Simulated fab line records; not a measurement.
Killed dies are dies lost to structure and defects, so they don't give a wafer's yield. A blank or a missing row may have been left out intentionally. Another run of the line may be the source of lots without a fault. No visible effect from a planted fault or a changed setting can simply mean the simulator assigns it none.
A lot that was struck, set against a sound lot + flow n5-finfet + 14 steps out of a route of 1938
Sound: wafers L792.2, L792.3, L792.4. The struck wafers were L809.1, L809.2, L809.3. At the end, the cause is stated.
For every step that has rows: the tool of each side, followed by ch and its chambers, followed by its first start. Under that, the readings that differ: sound wafers + struck wafers + difference of the means + sigmas: that difference in standard deviations of wafers without a fault.
alike: readings with means less than 2 such deviations apart, plus words and numbers identical on both sides. not compared: withheld readings, readings lacking a value on some wafer, bounds such as >300 that could conceal the same value, and numbers that have no deviation in the record and whose values overlap.
A row with sigmas, a row that says differs or no value, or rows on one side alone: a step with any of these is where the two part. Numbers that don't overlap but have no deviation are shown without sigmas and don't part them. Lack of a reading on every wafer of one side parts them only where that side has two or more wafers.

first, 1 step without rows for these wafers: N5_BEOL_M13_PRE_CLEAN_42 (time 30 s).
N5_BEOL_M13_SPUTTER_43: material TaN, target thk 15 nm, time 24.19 s.
  sound: pvd-sputter-01 at day 13 05:25; struck: pvd-sputter-02 at day 17 11:52
  alike: throttle-valve-pct
then, 1 step without rows for these wafers: N5_BEOL_M13_SPUTTER_44 (material Ta, target thk 10 nm, time 16.13 s).
N5_BEOL_M13_SPUTTER_45: material Cu, target thk 80 nm, time 13.33 s.
  sound: pvd-sputter-01 at day 13 05:34; struck: pvd-sputter-02 at day 17 12:01
  alike: chuck-sensor-temp-C, throttle-valve-pct
then, 1 step without rows for these wafers: N5_BEOL_M13_ECD_47 (material Cu, target thk 936 nm).
N5_BEOL_M13_ANNEAL_48: time 90 s.
  sound on rtp-anneal-02 ch 0, day 13 05:53; struck on rtp-anneal-01 ch 0, day 17 12:44
  alike: wafer_temp_C_max
N5_BEOL_M13_CMP_49: polishes, stops on SiOC, t overpolish 17.1 s, target thk 420 nm.
  sound on cmp-02 ch 0,1,2, day 13 06:08; struck on cmp-02 ch 0,1,3, day 17 13:01
  alike: barrier-field-endpoint-s, motor-current-A, overpolish-run-s
N5_BEOL_M13_THK_MEAS_50: measures by xrf.
  sound: film-metro-02 at day 13 06:26; struck: film-metro-01 at day 17 13:19
  alike: M13_THK
then, 1 step without rows for these wafers: N5_BEOL_M13_PRE_CLEAN_52 (time 15 s).
N5_BEOL_M13_DEP_53: deposits SiCN from 3MS/NH3, target thk 50 nm, time 17.8 s.
  sound on pecvd-01 ch 0,1, day 13 06:30; struck on pecvd-04 ch 0,1,2, day 17 13:23
  alike: showerhead-plenum-p-Torr, throttle-valve-pct
N5_BEOL_M13_RS_MEAS_54: a four-point-probe measurement.
  sound: film-metro-02 at day 13 06:34; struck: film-metro-01 at day 17 13:27
  alike: M13_RS
N5_BEOL_M13_INSPECT_55: inspects for defects (darkfield).
  sound: defect-inspect-02 at day 13 06:35; struck: defect-inspect-02 at day 17 13:28
| reading          | sound     | struck   | difference | sigmas |
|------------------|-----------|----------|------------|--------|
| raw-defect-count | 86 81 128 | 37 51 37 | -57        | -2     |
N5_BEOL_M14_ILD_DEP_00: deposits SiO2 from TEOS/O2, target thk 1119.3 nm, time 237.4 s.
  sound on pecvd-01 ch 1,2, day 13 06:38; struck on pecvd-03 ch 0,1,2, day 17 13:31
| reading              | sound                | struck               | difference | sigmas |
|----------------------|----------------------|----------------------|------------|--------|
| susceptor-temp-C (C) | 400.04 399.80 400.17 | 403.31 403.69 403.15 | +3.38      | +15    |
  alike: heater-power-w, showerhead-plenum-p-Torr, throttle-valve-pct
N5_BEOL_M14_THK_MEAS_01:
  sound: film-metro-02 at day 13 06:49; struck: film-metro-01 at day 17 13:43
| reading          | sound          | struck         | difference | sigmas |
|------------------|----------------|----------------|------------|--------|
| M14_ILD_THK (nm) | 1117 1118 1141 | 1117 1073 1078 | -36        | -2     |

== WHERE THEY PART ==
Last at N5_BEOL_M14_THK_MEAS_01 as far as this record goes, first at N5_BEOL_M13_INSPECT_55.

WHY: what the simulator had put in
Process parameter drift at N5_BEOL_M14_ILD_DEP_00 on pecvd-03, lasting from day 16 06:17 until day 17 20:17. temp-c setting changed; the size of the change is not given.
